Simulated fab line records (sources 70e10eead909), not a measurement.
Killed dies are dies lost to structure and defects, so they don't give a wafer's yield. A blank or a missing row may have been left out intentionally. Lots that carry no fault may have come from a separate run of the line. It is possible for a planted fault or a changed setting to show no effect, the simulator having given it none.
Chamber matching | flow nandHarc | 4 sister chambers for NHARC_P_M0_ETCH_34 on rieDiel-13
The step etches the open film in N2/H2, target depth 40 nm, overetch 12 nm, time 43.94 s. 8 wafers are shown with their chamber, then 8 later ones without.

== EACH WAFER AND ITS CHAMBER ==
wafer  | chamber | drypumpMotorCurrentA (A) | showerheadPlenumPTorr (Torr)
L186.3 | 3       | 5.2                      | 2.11
L198.6 | 3       | 5.2                      | 2.10
L202.2 | 0       | 5.8                      | 2.04
L202.6 | 2       | 6.0                      | 2.14
L203.3 | 2       | 6.1                      | 2.13
L203.4 | 1       | 6.1                      | 2.10
L203.5 | 1       | 6.1                      | 2.10
L204.3 | 0       | 5.8                      | 2.04

== WAFERS MISSING THEIR CHAMBER ==
wafer  | drypumpMotorCurrentA (A) | showerheadPlenumPTorr (Torr)
L204.4 | 6.0                      | 2.13
L204.5 | 6.1                      | 2.10
L206.2 | 6.1                      | 2.10
L206.5 | 6.1                      | 2.10
L206.6 | 6.0                      | 2.13
L207.1 | 5.2                      | 2.10
L207.3 | 5.8                      | 2.04
L207.6 | 6.1                      | 2.10

== THE CHAMBER EACH PASSED THROUGH ==
wafer  | from the rows above | in truth
L204.4 | 2                   | 2
L204.5 | 1                   | 1
L206.2 | 1                   | 1
L206.5 | 1                   | 1
L206.6 | 2                   | 2
L207.1 | 3                   | 3
L207.3 | 0                   | 0
L207.6 | 1                   | 1
Correctly placed: 8 of 8. Not placeable from these rows: 0. Placed wrongly: 0.
How it was worked out, from the rows above alone: a wafer's distance from a chamber is the root of the sum, over the readings, of the square of ((its reading less the chamber's mean) divided by the reading's scatter). If the next closest chamber is less than 2 further off than the closest, the wafer can't be placed; otherwise it belongs to the closest. Each chamber's mean is taken over the wafers shown for it. The scatter: the root of (the sum of the squares of (reading less its chamber's mean) over the shown wafers, divided by (wafers less chambers)).
